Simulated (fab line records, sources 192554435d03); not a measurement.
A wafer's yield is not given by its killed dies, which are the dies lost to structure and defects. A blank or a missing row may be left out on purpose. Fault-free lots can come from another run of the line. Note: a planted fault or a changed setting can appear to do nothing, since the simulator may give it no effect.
fab line records -- flow n5-finfet
record lots=15, wafers=44, last-day=18
route steps=1938 shown HKMG_FIN@447 BEOL_M4@1111
lots that met no fault: taken from a fault-free run of the same line
start-h: hours from the record's first day to the start of the lot's first wafer shown -- wait-h: how many hours have passed since the lot's step before this one -- " as in the row above -- L1.1+2: a row that stands for several wafers -- - value missing, or start not given -- * or withheld: withheld -- < > ~ a bound
route shown NAME@n: names a module that has steps shown in the file, with the first one's number in the route -- usual: mean/standard deviation of fault-free wafers -- same: alike in all rows -- chamber/n: place in a boat -- sites: readings site by site -- _std_site: the standard deviation of these -- _edge_site: outer sites' mean less inner sites' -- radius-mm: for every site, how far away it sits from the centre of the wafer -- mask NAME#n: copy n -- behind: the tool/chamber that last shaped the wafer -- hold: reason for holding the lot/hours on hold/outcome of the hold -- device: which transistor (n, p or np) failed to switch -- end of line: at the end of the route, the tests of the same wafers -- for a step that has no rows: nothing shown but its recipe -- killed: the dies lost at the first sort to structure and to defects; this is not the yield of the wafer -- map: shows each die of a wafer: x if killed, . if not, _ if none is there
set.NAME: the setting the step ran with; set.NAME@STEP: the setting that earlier step ran with -- model.NAME: the simulator's own value behind a step, which no gauge read
one table for each step of the route and one row for each wafer, over a sample of lots
services: when a tool's chamber went out of use (start-h, in hours from the record's first day, below 0 if earlier), for how many hours, and the reason
## steps
# step N5_HKMG_FIN_STRIP_88
# recipe chemistry=N2/H2, power-w=2500, temp-c=300, h2-frac=0.65, time-s=360, pressure-mtorr=withheld, n2-flow-sccm=1750, h2-flow-sccm=3250
# usual drypump-motor-current-A=5.6/0.46, heater-power-w=497/55, n2-flow-sccm=1750/5.6
# same time-s=360
lot.wafer,tool,chamber,start-h,wait-h,drypump-motor-current-A,heater-power-w,n2-flow-sccm,rf-hours-counter-h
L578.2,plasma-asher-02,1,76.19,0.0,5.4,573,1752,91
L578.3,plasma-asher-02,1,76.19,0.0,5.4,595,1748,-
L578.5,plasma-asher-02,0,76.19,0.0,6.0,466,1745,-
L579.2,plasma-asher-01,0,86.28,0.0,6.1,449,1752,38
L579.4,plasma-asher-01,0,86.28,0.0,6.0,460,1757,-
L579.6,plasma-asher-01,1,86.28,0.0,4.9,485,1737,-
L583.1,plasma-asher-01,1,106.92,0.0,4.9,473,1750,43
L583.3,plasma-asher-01,1,106.92,0.0,4.9,484,1752,-
L583.5,plasma-asher-01,0,106.92,0.0,6.0,461,1766,-
L585.2,plasma-asher-02,1,121.47,0.0,5.4,601,1749,100
L585.3,plasma-asher-02,0,121.47,0.0,6.0,448,1750,-
L585.4,plasma-asher-02,1,121.47,0.0,5.4,580,1748,-
L587.1,plasma-asher-02,0,130.62,0.0,6.0,459,1743,102
L587.4,plasma-asher-02,1,130.62,0.0,5.4,580,1749,-
L587.5,plasma-asher-02,0,130.62,0.0,6.0,472,1743,-
L588.2,plasma-asher-01,0,138.63,0.0,6.0,453,1743,48
L588.3,plasma-asher-01,0,138.63,0.0,6.0,459,1747,-
L588.6,plasma-asher-01,0,138.63,0.0,6.0,453,1747,-
L589.3,plasma-asher-02,0,145.22,0.1,5.9,468,1753,-
L589.6,plasma-asher-02,1,145.22,0.1,5.4,596,1759,-
L590.2,plasma-asher-01,1,154.26,0.0,4.9,491,1756,51
L590.3,plasma-asher-01,0,154.26,0.0,6.0,443,1750,-
L590.6,plasma-asher-01,1,154.26,0.0,4.9,489,1760,-
L595.1,plasma-asher-02,1,178.82,0.0,5.4,574,1744,112
L595.4,plasma-asher-02,0,178.82,0.0,6.0,465,1751,-
L595.5,plasma-asher-02,0,178.82,0.0,6.0,454,1748,-
L596.2,plasma-asher-02,0,182.58,0.0,6.0,465,1751,113
L596.3,plasma-asher-02,0,182.58,0.0,6.0,459,1752,-
L596.6,plasma-asher-02,0,182.58,0.0,6.0,468,1750,-
L597.2,plasma-asher-02,1,193.09,0.0,5.4,585,1760,115
L597.5,plasma-asher-02,0,193.09,0.0,6.0,464,1751,-
L597.6,plasma-asher-02,1,193.09,0.0,5.4,593,1755,-
L598.2,plasma-asher-01,0,195.66,0.0,6.0,448,1748,60
L598.3,plasma-asher-01,1,195.66,0.0,4.9,503,1748,-
L598.4,plasma-asher-01,0,195.66,0.0,6.0,456,1745,-
L599.3,plasma-asher-02,1,208.19,0.1,5.4,577,1752,-
L599.5,plasma-asher-02,1,208.19,0.1,5.4,587,1748,-
L599.6,plasma-asher-02,0,208.19,0.1,6.0,467,1753,-
L600.3,plasma-asher-02,1,210.99,0.2,5.4,590,1749,-
L600.4,plasma-asher-02,0,210.99,0.2,6.0,452,1749,-
L600.5,plasma-asher-02,1,210.99,0.2,5.4,584,1751,-
L601.2,plasma-asher-01,1,219.61,0.0,4.9,482,1746,64
L601.4,plasma-asher-01,1,219.61,0.0,4.9,490,1752,-
L601.5,plasma-asher-01,0,219.61,0.0,6.0,445,1744,-
# step N5_HKMG_FIN_ETCH_67
# recipe chemistry=N2/H2, target=SOC, target-depth-a=3889, stop-on=TiN, ion-energy-ev=100, bias-w=61, pressure-mtorr=30, source-w=850, n2-flow-sccm=200, h2-flow-sccm=200
# usual bias-w=60.99/0.2, chamber-pressure-mTorr=29.995/0.026, drypump-motor-current-A=5.9/0.37, n2-flow-sccm=200.0/0.64, oes-product-au=0.82/0.099, rf-vpp-V=241.0/1, showerhead-plenum-p-Torr=2.57/0.06, throttle-valve-pct=17.81/0.26
lot.wafer,tool,chamber,start-h,wait-h,bias-w,chamber-pressure-mTorr,drypump-motor-current-A,n2-flow-sccm,oes-product-au,rf-hours-counter-h,rf-vpp-V,showerhead-plenum-p-Torr,throttle-valve-pct
L578.2,rie-diel-02,0,77.01,-,60.99,30.028,6.0,200.3,0.92,17,241.6,2.60,17.52
L578.3,rie-diel-02,3,77.01,-,61.04,30.023,5.5,200.8,0.70,244,242.1,2.62,17.82
L578.5,rie-diel-02,1,77.01,-,60.98,29.994,5.5,199.9,0.75,-,241.8,2.62,17.87
L579.2,rie-diel-06,3,87.10,-,61.22,29.955,5.4,199.8,0.71,164,241.0,2.53,18.07
L579.4,rie-diel-06,2,87.10,-,60.71,29.985,5.7,199.9,0.98,2,240.5,2.51,17.73
L579.6,rie-diel-06,3,87.10,-,61.13,29.981,5.4,199.1,0.71,-,240.0,2.53,18.08
L583.1,rie-diel-06,2,107.78,-,60.99,30.027,5.7,200.4,0.92,14,241.2,2.50,17.74
L583.3,rie-diel-06,1,107.78,-,60.78,30.001,6.5,199.7,0.66,246,241.0,2.60,18.26
L583.5,rie-diel-06,1,107.78,-,60.41,30.026,6.5,199.9,0.66,-,241.4,2.60,18.27
L585.2,rie-diel-01,1,122.30,-,61.07,30.024,6.1,199.6,0.70,231,239.5,2.51,18.07
L585.3,rie-diel-01,0,122.30,-,61.27,29.967,6.0,199.7,0.87,28,240.5,2.71,17.73
L585.4,rie-diel-01,3,122.30,-,60.98,29.995,5.3,199.4,0.92,6,242.9,2.69,17.78
L587.1,rie-diel-01,0,131.47,-,60.99,29.964,6.0,200.8,0.88,32,243.1,2.71,17.73
L587.4,rie-diel-01,1,131.47,-,60.89,29.985,6.1,200.2,0.70,235,239.9,2.51,18.08
L587.5,rie-diel-01,1,131.47,-,60.72,30.019,6.0,200.7,0.69,-,240.3,2.51,18.08
L588.2,rie-diel-06,3,139.47,-,61.01,29.984,5.4,199.3,0.68,190,240.3,2.52,18.12
L588.3,rie-diel-06,2,139.47,-,60.98,29.999,5.7,199.5,0.90,28,240.7,2.49,17.77
L588.6,rie-diel-06,1,139.47,-,60.80,29.892,6.5,200.7,0.96,-,242.0,2.60,17.84
L589.3,rie-diel-02,0,145.98,-,60.57,30.002,6.0,200.3,0.85,47,241.7,2.59,17.59
L589.6,rie-diel-02,2,145.98,-,61.12,29.989,6.2,200.6,0.89,-,242.2,2.58,17.32
L590.2,rie-diel-02,1,155.09,-,60.84,30.024,5.5,200.1,0.72,198,241.6,2.60,17.93
L590.3,rie-diel-02,3,155.09,-,61.32,30.009,5.5,199.6,0.89,11,241.5,2.61,17.46
L590.6,rie-diel-02,1,155.09,-,61.18,30.017,5.5,200.2,0.71,-,242.2,2.60,17.93
L595.1,rie-diel-06,0,179.65,-,-,-,-,-,-,-,-,-,-
L595.4,rie-diel-06,3,179.65,-,-,-,-,-,-,-,-,-,-
L595.5,rie-diel-06,3,179.65,-,-,-,-,-,-,-,-,-,-
L596.2,rie-diel-06,1,183.44,-,-,-,-,-,-,-,-,-,-
L596.3,rie-diel-06,0,183.44,-,-,-,-,-,-,-,-,-,-
L596.6,rie-diel-06,0,183.44,-,-,-,-,-,-,-,-,-,-
L597.2,rie-diel-06,1,193.96,-,-,-,-,-,-,-,-,-,-
L597.5,rie-diel-06,2,193.96,-,-,-,-,-,-,-,-,-,-
L597.6,rie-diel-06,3,193.96,-,-,-,-,-,-,-,-,-,-
L598.2,rie-diel-02,1,196.49,-,60.97,29.997,5.5,198.8,0.71,214,240.2,2.60,17.96
L598.3,rie-diel-02,0,196.49,-,60.69,30.008,6.0,200.8,0.83,67,242.7,2.58,17.60
L598.4,rie-diel-02,3,196.49,-,60.91,30.009,5.5,199.5,0.86,26,239.8,2.60,17.48
L599.3,rie-diel-02,2,208.89,-,60.73,30.032,6.2,199.6,0.85,54,241.7,2.58,17.34
L599.5,rie-diel-02,2,208.89,-,60.58,29.998,6.2,199.9,0.86,-,241.8,2.58,17.35
L599.6,rie-diel-02,3,208.89,-,61.33,29.974,5.6,199.0,0.86,-,241.4,2.60,17.51
L600.3,rie-diel-02,0,211.69,-,61.10,29.967,6.0,200.3,0.83,72,240.0,2.57,17.62
L600.4,rie-diel-02,2,211.69,-,61.00,30.026,6.2,200.2,0.86,55,241.5,2.58,17.35
L600.5,rie-diel-02,3,211.69,-,60.59,30.016,5.6,200.6,0.86,-,241.8,2.60,17.49
L601.2,rie-diel-01,3,220.54,-,61.05,29.980,5.3,199.0,0.84,41,242.7,2.68,17.85
L601.4,rie-diel-01,0,220.54,-,61.29,30.018,6.1,199.6,0.83,-,240.9,2.69,17.77
L601.5,rie-diel-01,3,220.54,-,60.76,29.961,5.3,200.0,0.84,-,241.9,2.68,17.85
# step N5_HKMG_FIN_STRIP_90
# recipe chemistry=N2/H2, material=SOC, time-s=20, power-w=500, temp-c=40, pressure-mtorr=50, rf-frequency-hz=6e+07, bias-power-w=8, h2-frac=0.5, n2-flow-sccm=300, h2-flow-sccm=300
# usual drypump-motor-current-A=5.9/0.37, n2-flow-sccm=300.1/0.86, oes-product-au=0.83/0.1, rf-vpp-V=54.3/0.83, showerhead-plenum-p-Torr=3.39/0.076, throttle-valve-pct=19.1/0.39
# same time-s=20
lot.wafer,tool,chamber,start-h,wait-h,drypump-motor-current-A,n2-flow-sccm,oes-product-au,rf-hours-counter-h,rf-vpp-V,showerhead-plenum-p-Torr,throttle-valve-pct
L578.2,rie-diel-02,0,77.07,0.0,6.0,299.4,0.92,17,53.9,3.43,18.8
L578.3,rie-diel-02,3,77.07,0.0,5.6,301.0,0.70,244,53.0,3.45,19.3
L578.5,rie-diel-02,1,77.07,0.0,5.5,300.5,0.75,-,54.1,3.45,18.8
L579.2,rie-diel-06,3,87.16,0.0,5.4,299.7,0.71,164,53.1,3.34,19.3
L579.4,rie-diel-06,2,87.16,0.0,5.7,299.5,0.99,2,54.6,3.31,19.3
L579.6,rie-diel-06,3,87.16,0.0,5.4,300.2,0.71,-,54.8,3.34,19.3
L583.1,rie-diel-06,2,107.84,0.0,5.7,302.1,0.94,14,54.4,3.30,19.4
L583.3,rie-diel-06,1,107.84,0.0,6.5,299.2,0.67,247,55.1,3.44,19.3
L583.5,rie-diel-06,1,107.84,0.0,6.6,299.2,0.66,-,54.6,3.44,19.3
L585.2,rie-diel-01,1,122.36,0.0,6.1,298.9,0.70,231,56.1,3.32,19.5
L585.3,rie-diel-01,0,122.36,0.0,6.0,299.1,0.89,28,54.5,3.57,18.9
L585.4,rie-diel-01,3,122.36,0.0,5.3,299.6,0.94,6,53.7,3.55,19.1
L587.1,rie-diel-01,0,131.53,0.0,6.0,298.6,0.90,32,54.4,3.57,19.0
L587.4,rie-diel-01,1,131.53,0.0,6.1,301.1,0.69,235,53.4,3.31,19.5
L587.5,rie-diel-01,1,131.53,0.0,6.1,300.9,0.69,-,53.6,3.31,19.5
L588.2,rie-diel-06,3,139.53,0.0,5.4,300.4,0.69,190,55.0,3.32,19.4
L588.3,rie-diel-06,2,139.53,0.0,5.7,301.0,0.89,28,54.8,3.30,19.4
L588.6,rie-diel-06,1,139.53,0.0,6.5,299.3,0.96,-,53.9,3.43,18.9
L589.3,rie-diel-02,0,146.04,0.0,6.0,299.6,0.87,47,55.0,3.41,18.8
L589.6,rie-diel-02,2,146.04,0.0,6.2,301.3,0.89,-,53.9,3.41,18.2
L590.2,rie-diel-02,1,155.15,0.0,5.5,300.1,0.73,198,53.5,3.44,18.8
L590.3,rie-diel-02,3,155.15,0.0,5.5,299.2,0.92,11,54.7,3.44,19.0
L590.6,rie-diel-02,1,155.15,0.0,5.5,301.4,0.72,-,54.7,3.44,18.8
L595.1,rie-diel-06,0,179.71,0.0,6.1,301.2,0.90,27,53.8,3.28,19.7
L595.4,rie-diel-06,3,179.71,0.0,5.4,300.4,0.68,205,55.4,3.32,19.4
L595.5,rie-diel-06,3,179.71,0.0,5.4,300.4,0.68,-,55.0,3.32,19.4
L596.2,rie-diel-06,1,183.50,0.0,6.6,300.3,0.90,19,54.8,3.42,19.0
L596.3,rie-diel-06,0,183.50,0.0,6.2,299.7,0.90,29,53.3,3.28,19.7
L596.6,rie-diel-06,0,183.50,0.0,6.2,300.7,0.90,-,52.9,3.28,19.7
L597.2,rie-diel-06,1,194.02,0.0,6.5,299.3,0.89,24,55.0,3.42,19.0
L597.5,rie-diel-06,2,194.02,0.0,5.7,300.2,0.87,-,53.9,3.29,19.4
L597.6,rie-diel-06,3,194.02,0.0,5.4,301.7,0.67,-,53.5,3.31,19.4
L598.2,rie-diel-02,1,196.55,0.0,5.5,301.9,0.71,214,55.9,3.43,18.9
L598.3,rie-diel-02,0,196.55,0.0,6.0,299.8,0.84,67,56.2,3.40,18.9
L598.4,rie-diel-02,3,196.55,0.0,5.6,299.1,0.88,26,54.9,3.44,19.0
L599.3,rie-diel-02,2,208.95,0.0,6.2,300.6,0.85,54,55.2,3.40,18.3
L599.5,rie-diel-02,2,208.95,0.0,6.2,300.7,0.86,-,53.7,3.40,18.3
L599.6,rie-diel-02,3,208.95,0.0,5.5,298.5,0.87,-,55.6,3.43,19.0
L600.3,rie-diel-02,0,211.75,0.0,6.0,300.0,0.83,72,54.6,3.40,18.9
L600.4,rie-diel-02,2,211.75,0.0,6.2,299.7,0.85,55,54.8,3.40,18.3
L600.5,rie-diel-02,3,211.75,0.0,5.6,299.8,0.86,-,55.5,3.43,19.0
L601.2,rie-diel-01,3,220.60,0.0,5.3,300.0,0.87,41,54.1,3.53,19.1
L601.4,rie-diel-01,0,220.60,0.0,6.1,299.1,0.85,-,55.0,3.55,19.0
L601.5,rie-diel-01,3,220.60,0.0,5.3,300.5,0.87,-,55.3,3.53,19.1
# step N5_HKMG_FIN_ALD_72
# recipe material=W, target-thk-a=20, temp-c=300, pressure-torr=7.5, ald-precursor-family=WF6, ald-co-reactant=B2H6, pulse-time-s=1, purge-time-s=2, co-reactant-purge-time-s=2, co-reactant-pulse-time-s=3, ald-cycles=7
# usual heater-power-w=473/33, precursor-pulse-height-rel=0.997/0.021, susceptor-temp-C=300.00/0.16
lot.wafer,tool,chamber,start-h,wait-h,heater-power-w,precursor-pulse-height-rel,susceptor-temp-C
L578.2,cvd-w-01,0,78.11,0.2,522,0.983,299.97
L578.3,cvd-w-01,0,78.11,0.2,512,0.981,299.92
L578.5,cvd-w-01,0,78.11,0.2,507,0.970,300.07
L579.2,cvd-w-01,0,88.20,0.2,495,1.027,299.84
L579.4,cvd-w-01,1,88.20,0.2,431,0.986,300.16
L579.6,cvd-w-01,1,88.20,0.2,456,1.017,300.30
L583.1,cvd-w-01,0,108.89,0.2,507,1.026,300.09
L583.3,cvd-w-01,1,108.89,0.2,444,1.029,299.93
L583.5,cvd-w-01,0,108.89,0.2,501,1.011,299.88
L585.2,cvd-w-02,0,123.59,0.2,441,1.009,300.09
L585.3,cvd-w-02,0,123.59,0.2,440,1.002,299.74
L585.4,cvd-w-02,0,123.59,0.2,442,1.033,299.93
L587.1,cvd-w-02,0,132.69,0.2,442,0.987,300.20
L587.4,cvd-w-02,0,132.69,0.2,433,0.998,299.78
L587.5,cvd-w-02,0,132.69,0.2,448,1.001,299.94
L588.2,cvd-w-02,0,140.58,0.2,445,1.011,300.00
L588.3,cvd-w-02,1,140.58,0.2,508,1.000,300.00
L588.6,cvd-w-02,0,140.58,0.2,436,1.015,300.20
L589.3,cvd-w-02,1,147.24,0.2,511,0.994,300.28
L589.6,cvd-w-02,1,147.24,0.2,519,1.010,300.02
L590.2,cvd-w-01,1,156.19,0.2,446,0.986,300.00
L590.3,cvd-w-01,0,156.19,0.2,500,0.988,299.74
L590.6,cvd-w-01,0,156.19,0.2,509,1.017,300.09
L595.1,cvd-w-02,0,180.76,0.2,443,0.990,299.88
L595.4,cvd-w-02,1,180.76,0.2,504,0.987,300.08
L595.5,cvd-w-02,1,180.76,0.2,508,0.989,300.15
L596.2,cvd-w-01,0,184.56,0.2,516,0.982,300.20
L596.3,cvd-w-01,0,184.56,0.2,510,0.984,300.02
L596.6,cvd-w-01,1,184.56,0.2,445,1.021,300.01
L597.2,cvd-w-02,1,195.09,0.2,511,0.992,299.75
L597.5,cvd-w-02,0,195.09,0.2,449,1.008,299.64
L597.6,cvd-w-02,1,195.09,0.2,503,0.991,299.88
L598.2,cvd-w-02,0,197.60,0.2,445,0.947,299.99
L598.3,cvd-w-02,0,197.60,0.2,451,1.008,300.15
L598.4,cvd-w-02,1,197.60,0.2,522,0.982,300.07
L599.3,cvd-w-01,0,210.02,0.2,518,1.000,300.12
L599.5,cvd-w-01,0,210.02,0.2,502,0.981,299.78
L599.6,cvd-w-01,1,210.02,0.2,454,0.987,300.11
L600.3,cvd-w-02,1,212.82,0.2,510,0.980,299.81
L600.4,cvd-w-02,0,212.82,0.2,444,0.976,299.81
L600.5,cvd-w-02,0,212.82,0.2,466,0.980,299.96
L601.2,cvd-w-01,0,221.66,0.2,509,1.032,299.86
L601.4,cvd-w-01,0,221.66,0.2,511,0.975,299.64
L601.5,cvd-w-01,1,221.66,0.2,434,1.017,299.63
# step N5_BEOL_M4_RC_MEAS_101
# usual DIBL_N=36.9/1.7, DIBL_P=37.3/2.3, IOFF_N=0.16/0.033, IOFF_P=0.22/0.04, ION_N=673/12, ION_P=463/8, SS_N=71.6/0.58, SS_P=73.4/0.74, VT_N=250/3.2, VT_P=-250/3.4
lot.wafer,tool,chamber,start-h,wait-h,DIBL_N[mV/V],DIBL_P[mV/V],IOFF_N[nA/um],IOFF_P[nA/um],ION_N[uA/um],ION_P[uA/um],SS_N[mV/dec],SS_P[mV/dec],VT_N[mV],VT_P[mV]
L578.2,prober-01,0,165.78,0.2,38.3,40.6,0.22,0.29,691,471,71.8,74.1,247,-247
L578.3,prober-01,0,165.78,0.2,39.7,42.2,0.25,0.33,681,473,73.0,74.5,243,-244
L578.5,prober-01,0,165.78,0.2,36.7,38.1,0.18,0.24,675,467,72.2,73.4,250,-248
L579.2,prober-02,0,181.31,0.2,35.8,38.3,0.15,0.19,669,455,71.9,74.0,251,-256
L579.4,prober-02,0,181.31,0.2,36.7,38.5,0.16,0.20,675,463,71.5,73.6,249,-255
L579.6,prober-02,0,181.31,0.2,36.7,39.2,0.16,0.21,667,458,71.4,74.5,250,-254
L583.1,prober-01,0,199.07,0.0,36.9,36.3,0.17,0.20,665,451,71.1,73.1,251,-252
L583.3,prober-01,0,199.07,0.0,34.3,33.5,0.14,0.17,684,461,70.8,73.1,250,-257
L583.5,prober-01,0,199.07,0.0,35.0,33.1,0.13,0.16,660,446,71.4,72.3,253,-257
L585.2,prober-01,0,218.35,0.2,40.5,41.6,0.24,0.30,687,473,72.5,74.3,245,-245
L585.3,prober-01,0,218.35,0.2,37.7,37.0,0.17,0.21,668,462,71.4,73.4,249,-250
L585.4,prober-01,0,218.35,0.2,36.3,35.5,0.14,0.19,661,454,71.3,72.9,251,-251
L587.1,prober-01,0,222.10,0.0,38.8,40.5,0.21,0.24,681,464,71.4,74.4,245,-252
L587.4,prober-01,0,222.10,0.0,40.4,43.5,0.25,0.30,695,458,72.5,75.2,245,-245
L587.5,prober-01,0,222.10,0.0,39.5,43.2,0.25,0.30,703,476,71.6,75.5,241,-247
L588.2,prober-02,0,225.60,0.2,38.0,39.0,0.20,0.30,690,487,71.6,73.9,245,-242
L588.3,prober-02,0,225.60,0.2,37.7,38.5,0.17,0.29,669,474,71.6,74.0,251,-245
L588.6,prober-02,0,225.60,0.2,37.2,37.2,0.16,0.25,673,471,71.3,72.9,251,-245
L589.3,prober-01,0,242.60,0.3,38.1,37.6,0.16,0.21,661,458,71.7,73.0,249,-251
L589.6,prober-01,0,242.60,0.3,36.4,37.6,0.15,0.22,681,473,71.1,73.7,250,-247
L590.2,prober-01,0,256.41,0.2,36.9,36.1,0.15,0.25,664,464,70.8,72.6,251,-243
L590.3,prober-01,0,256.41,0.2,37.1,36.9,0.15,0.26,666,464,71.7,73.8,252,-248
L590.6,prober-01,0,256.41,0.2,37.4,37.8,0.17,0.28,686,474,71.7,72.7,249,-243
L598.2,prober-02,0,304.66,0.2,37.1,37.2,0.18,0.22,677,461,71.6,74.7,246,-251
L598.3,prober-02,0,304.66,0.2,34.8,35.2,0.14,0.18,677,458,70.7,72.4,252,-254
L598.4,prober-02,0,304.66,0.2,32.6,31.7,0.10,0.15,650,449,69.9,72.3,257,-259
L600.3,prober-02,0,307.75,0.3,38.6,39.3,0.18,0.24,673,459,71.7,73.9,252,-252
L600.4,prober-02,0,307.75,0.3,39.3,39.4,0.18,0.23,669,459,72.6,74.4,251,-253
L600.5,prober-02,0,307.75,0.3,37.7,38.0,0.14,0.21,661,453,72.0,73.8,255,-255
L599.3,prober-01,0,308.31,0.3,34.2,36.0,0.12,0.19,669,467,71.6,72.4,256,-254
L599.5,prober-01,0,308.31,0.3,39.0,41.1,0.20,0.27,677,465,72.0,73.9,246,-248
L599.6,prober-01,0,308.31,0.3,36.4,37.0,0.14,0.21,667,464,71.3,73.9,254,-248
L601.2,prober-02,0,311.07,0.2,36.1,35.9,0.13,0.19,649,447,71.3,72.5,254,-250
L601.4,prober-02,0,311.07,0.2,38.0,37.9,0.15,0.22,676,464,71.4,73.6,252,-249
L601.5,prober-02,0,311.07,0.2,37.1,36.7,0.14,0.20,662,456,70.7,73.4,252,-253
## services
tool,chamber,start-h,hours,kind
plasma-asher-01,-,54.97,0.5,repair
rie-diel-06,2,67.29,-,clean
rie-diel-06,2,67.29,-,consumable-replace:focus-ring
rie-diel-06,2,67.29,14.4,scheduled-down
rie-diel-06,2,67.29,14.4,vent-cycle
cvd-w-02,-,79.95,9.5,repair
rie-diel-01,-,86.10,14.6,pm
rie-diel-06,0,89.21,9.2,repair
plasma-asher-01,-,96.51,2.3,repair
rie-diel-06,0,98.67,-,clean
rie-diel-06,0,98.67,-,consumable-replace:focus-ring
rie-diel-06,0,98.67,14.5,scheduled-down
rie-diel-06,0,98.67,14.5,vent-cycle
rie-diel-06,1,113.60,-,clean
rie-diel-06,1,113.60,-,consumable-replace:focus-ring
rie-diel-06,1,113.60,19.9,scheduled-down
plasma-asher-01,-,115.26,2.2,repair
cvd-w-02,1,119.03,7.4,repair
rie-diel-02,2,171.75,5.4,repair
cvd-w-01,-,177.56,6.9,pm
rie-diel-01,-,189.34,0.3,repair
cvd-w-02,1,216.40,3.0,repair
rie-diel-01,2,218.92,9.9,repair
rie-diel-02,0,219.88,3.8,repair
## key
first-sign step=N5_HKMG_FIN_ETCH_67, reading=tool-record, direction=missing
effect none on later readings
met-at N5_HKMG_FIN_ETCH_67
struck-lots L595,L596,L597
later-rows-left-out L595.1,L595.4,L595.5,L596.2,L596.3,L596.6,L597.2,L597.5,L597.6
sort-left-out L595.1,L595.4,L595.5,L596.2,L596.3,L596.6,L597.2,L597.5,L597.6
not-acting-at N5_HKMG_FIN_STRIP_88,N5_HKMG_FIN_STRIP_90,N5_HKMG_FIN_ALD_72
onset-between 139.47 179.65
fault kind=skipped-step-whole, tool=rie-diel-06, chamber=-, onset-h=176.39, steps=N5_HKMG_FIN_ETCH_67, scope=struck-lots-only
# sort-left-out: the simulated sort isn't trusted on such a fault, so these wafers' sort isn't shown, and their yield isn't known
# later-rows-left-out: the simulator's readings of these wafers behind a module that went badly wrong aren't trusted and aren't shown, but for the sort
